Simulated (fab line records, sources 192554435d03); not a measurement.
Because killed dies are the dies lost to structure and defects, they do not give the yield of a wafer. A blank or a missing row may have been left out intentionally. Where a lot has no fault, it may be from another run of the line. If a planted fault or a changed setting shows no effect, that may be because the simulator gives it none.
A lot that was struck, set against a sound lot :: flow n5Finfet :: 35 out of 1938 route steps
Sound: these wafers, L602.3, L602.4, L602.6. Struck: wafer L606.5 (L606.3, L606.6, from the same lot, were not struck and are left out); the cause is given at the end.
For every step that has rows: the tool of each side, followed by ch and its chambers, followed by its first start. Under that, the readings that differ: sound wafers :: struck wafers :: difference of the means :: sigmas: that difference in standard deviations of wafers without a fault.
alike: words and numbers the same on both sides, and readings whose means are apart by under 2 such deviations; not compared: readings that were withheld, readings missing a value for some wafer, numbers with overlapping values and no deviation given by the record, and bounds like >300 which may hide the same value.
The two part at a step that has a row with sigmas, a row that says differs or no value, or rows on one side only. Non-overlapping numbers with no deviation appear without sigmas and do not part them. A reading that every wafer of one side lacks parts them only if that side has two wafers or more.

first, 12 steps without rows for these wafers: N5_SD_EPI_P_ETCH_37 (etches SOC in N2/H2, overetch 108 nm, time 486 s); N5_SD_EPI_P_STRIP_38 (strips in N2/H2); N5_SD_EPI_P_ETCHBACK_46 (etches SiNx in CH3F/O2, stops on SiO2, target depth 17.5 nm); N5_SD_EPI_P_ETCH_47 (etches SiOCN in CH3F/O2, target depth 25 nm); N5_SD_EPI_P_ETCH_16 (etches SiO2 in CHF3/O2, target depth 5 nm); N5_SD_EPI_P_STRIP_50 (strips in CHF3/O2); N5_SD_EPI_P_SD_RECESS_17 (chemistry HBr/Cl2/O2, target depth 39.1 nm, bt time 3 s); N5_SD_EPI_P_WET_ETCH_45 (etches SiO2 in dHF, time 10.7 s, target depth 2 nm, rinse time 30 s); N5_SD_EPI_P_STRIP_40 (strips in N2/H2); N5_SD_EPI_P_PRECLEAN_52 (cleans in O3/DIW, time 60 s); N5_SD_EPI_P_SRD_20 (time 30 s); N5_SD_EPI_P_PRECLEAN_51 (cleans in NF3:NH3, afs cycles 1, time 20 s, sublimation time 60 s).
N5_SD_EPI_P_VAPOR_ETCH_44: etches SiGe30 in NF3/Ar, time 3.3 s.
  sound on epiRpcvd-02 ch 0, day 5 07:16; struck on epiRpcvd-03 ch 0, day 6 08:40
then, 20 steps without rows for these wafers: N5_SD_EPI_P_EPI_21 (deposits SiGe:B, time 355 s); N5_SD_EPI_P_HM_STRIP_48 (strips SiNx in H3PO4, material SiNx, target depth 3 nm); N5_SD_EPI_P_SRD_49 (time 30 s); N5_SD_EPI_P_PRECLEAN_24 (cleans in O3/DIW, time 45 s); N5_SD_EPI_P_PRECLEAN_32 (cleans in dHF, time 10 s); N5_SD_EPI_P_PRECLEAN_33 (cleans in SC2, time 45 s); N5_SD_EPI_P_SRD_25 (time 30 s); N5_SD_ACTIVATION_RTA_00 (time 0 s); N5_SD_ACTIVATION_LSA_01 (time 0.0008 s); N5_ILD0_LINER_00 (material SiNx, target thk 4 nm, pulse time 1 s, purge time 2 s); N5_ILD0_FCVD_FILL_01 (material SiO2 flowable, target thk 200 nm, time 328.3 s); N5_ILD0_CURE_02 (time 1800 s); N5_ILD0_CMP_03 (polishes, stops on SiNx, t overpolish 1.9 s, target thk 197.38 nm); N5_ILD0_CMP_07 (polishes SiO2 flowable, stops on poly-Si, t overpolish 1.18 s, target thk 138.88 nm); N5_ILD0_PRECLEAN_10 (cleans in NF3:NH3, afs cycles 5, time 20 s, sublimation time 60 s); N5_ILD0_ALD_15 (deposits SiNx, target thk 24 nm, pulse time 1 s, ald cycles 480); N5_ILD0_CMP_12 (polishes SiNx, stops on poly-Si, t overpolish 6 s, target thk 17.67 nm); N5_SDB_HM_DEP_00 (deposits SiNx from SiH4/NH3/N2, target thk 40 nm, time 35.3 s); N5_SDB_COAT_03 (time 60 s, resist thk 100 nm); N5_SDB_COAT_04 (time 60 s, resist thk 18 nm).
-- the record jumps here: 5 days lie between the struck wafers' starts before and after (it left off in module SDB and takes up again in module BEOL_M4, whose first step shown is number 1111 of the route) --
N5_BEOL_M4_RC_MEAS_101:
  sound on prober-01 ch 0, day 9 12:32; struck on prober-01 ch 0, day 11 02:27
reading: IOFF_P (nA/um)
sound: 0.21 0.21 0.19
struck: 0.12
difference: -0.08
sigmas: -2

reading: IOFF_P_85C (nA/um)
sound: 3.5 3.6 3.4
struck: 2.2
difference: -1.3
sigmas: -3

reading: IOFF_P_LIN (nA/um)
sound: 0.100 0.101 0.096
struck: 0.061
difference: -0.038
sigmas: -3

reading: ION_P (uA/um)
sound: 461 468 471
struck: 429
difference: -38
sigmas: -4

reading: REXT_P (ohm.um)
sound: 100.6 99.5 100.8
struck: 123.8
difference: +23.5
sigmas: +11

reading: VT_P (mV)
sound: -248 -248 -252
struck: -259
difference: -10
sigmas: -3

reading: VT_P_LVT (mV)
sound: -98 -99 -98
struck: -110
difference: -12
sigmas: -4
  alike: DIBL_N, DIBL_P, IOFF_N, ION_N, SS_N, SS_P, VT_N
-- the record jumps here: 4 days lie between the struck wafers' starts before and after (it left off in module BEOL_M4 and takes up again in module PASSIVATION, whose first step shown is number 1936 of the route) --
N5_PASSIVATION_PROBE_49:
  struck on prober-02, day 15 07:13; sound on prober-01, day 13 18:39
reading: killedAtOther
sound: 9 4 7
struck: 0
difference: -7
sigmas: -2

reading: sort_bin_8_speed (%)
sound: 0 0 0
struck: 22.4
difference: +22.4
sigmas: +32

reading: sortNPass
sound: 1087 1068 1097
struck: 797
difference: -287
sigmas: -15

reading: sortYieldPct (%)
sound: 92.1 90.5 93.0
struck: 67.5
difference: -24.4
sigmas: -15
  alike: defectLimitedYield, killed_at_M0_to_M3, killed_at_M4_up, killedAtContacts, killedAtFrontEnd, killedDies, killedOpen, killedShort, sort_bin_5_function, sort_bin_6_memory

== WHERE THEY PART ==
Earliest at N5_BEOL_M4_RC_MEAS_101; latest, in this record, at N5_PASSIVATION_PROBE_49.

WHY: the cause the simulator had injected
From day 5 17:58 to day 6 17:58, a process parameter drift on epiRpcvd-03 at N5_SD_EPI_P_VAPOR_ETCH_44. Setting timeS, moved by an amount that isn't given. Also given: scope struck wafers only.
